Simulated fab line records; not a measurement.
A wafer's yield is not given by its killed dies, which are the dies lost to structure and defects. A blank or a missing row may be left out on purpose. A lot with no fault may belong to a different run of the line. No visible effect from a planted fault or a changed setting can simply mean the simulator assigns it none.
8D (eight disciplines) problem report, filled in by code    flow nand_harc    the parts of the form that need people (team, actions taken, sign-off) are left out

1. THE PROBLEM
oes_product_au at NHARC_A_STAIRCASE_TRIM_18 reads a mean of 1.187 a.u. on 4 wafers of 2 lots; wafers without a fault read 1.004 a.u. with a standard deviation of 0.016. Relative to the usual mean, that is a shift of +11 standard deviations.
The step: chemistry O2, time 211.2 s.
First seen on wafer L547.1, day 14 11:21, on rie_diel-03. Wafers with a number at this step in the record: 36, from 12 lots. Rule for "out", or "out of limits": more than 4 standard deviations from the usual mean. Any other wafer with a number is counted as sound.

2. WHAT IT IS, AND WHAT IT ISN'T
question                     is                              is not
which readings at this step  oes_product_au                  drypump_motor_current_A, mfc_ar_sccm, showerhead_plenum_p_Torr
which lots                   L547, L549                      L533, L536, L537, L538, L540, L543, L545, L550, L555, L556
which wafers of those lots   L547.1, L547.3, L549.1, L549.2  L547.5, L549.6
read on which tools          rie_diel-03                     rie_diel-01, rie_diel-08
when                         from day 14 11:21               up to then (22 sound wafers); but 10 sound wafers of L549, L550, L555, L556 came after

3. WHAT RULES OUT EACH SUSPECT
Counting: a tool at a process step up to the reading stays a suspect if it ran every lot that is out. Sound lots after the first of them don't rule it out here, since some wafers of a struck lot are sound.
- rie_diel-03 at NHARC_A_STAIRCASE_TRIM_12 (chemistry O2, time 211.2 s): kept. It ran every lot that is out, first L547 (day 14 10:40); its last sound lot up to then is L540 (day 12 22:42).
- rie_diel-03 at NHARC_A_STAIRCASE_TRIM_18 (chemistry O2, time 211.2 s): kept. It ran every lot that is out, first L547 (day 14 11:21); its last sound lot up to then is L540 (day 12 23:29). Its own oes_product_au readings are out on those wafers.
Left after counting: rie_diel-03 at NHARC_A_STAIRCASE_TRIM_12, rie_diel-03 at NHARC_A_STAIRCASE_TRIM_18.

4. THE CAUSE (what the simulator had put in)
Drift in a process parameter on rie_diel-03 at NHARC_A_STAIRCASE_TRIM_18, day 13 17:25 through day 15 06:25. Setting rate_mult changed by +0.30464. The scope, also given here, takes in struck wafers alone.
This tool is one of the 2 suspects left after counting.

5. THE CHAIN OF EFFECTS, in route order
One row per reading whose mean, taken over the struck wafers that have a number, lies over 3 standard deviations from the usual. Scope: only readings with a usual standard deviation given in the record; hours: median across lots of the time from each lot's start at the first step in this table that gives one to its start at this step; sigmas: change in usual standard deviations.
hours  step                       reading         usual       on struck wafers  change  sigmas
0      NHARC_A_STAIRCASE_TRIM_18  oes_product_au  1.004 a.u.  1.187             +0.183  +11
The process steps in it:
- NHARC_A_STAIRCASE_TRIM_18: chemistry O2, time 211.2 s.
Later measuring or inspecting steps at which every struck wafer that the step has a row for has a number for every such reading, and none has moved that far: NHARC_END_SORT_01.

6. HOW IT WOULD HAVE BEEN CAUGHT EARLIER
18 hours passed between the start of the fault at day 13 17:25 and the first reading out of limits in this record, taken at day 14 11:21.
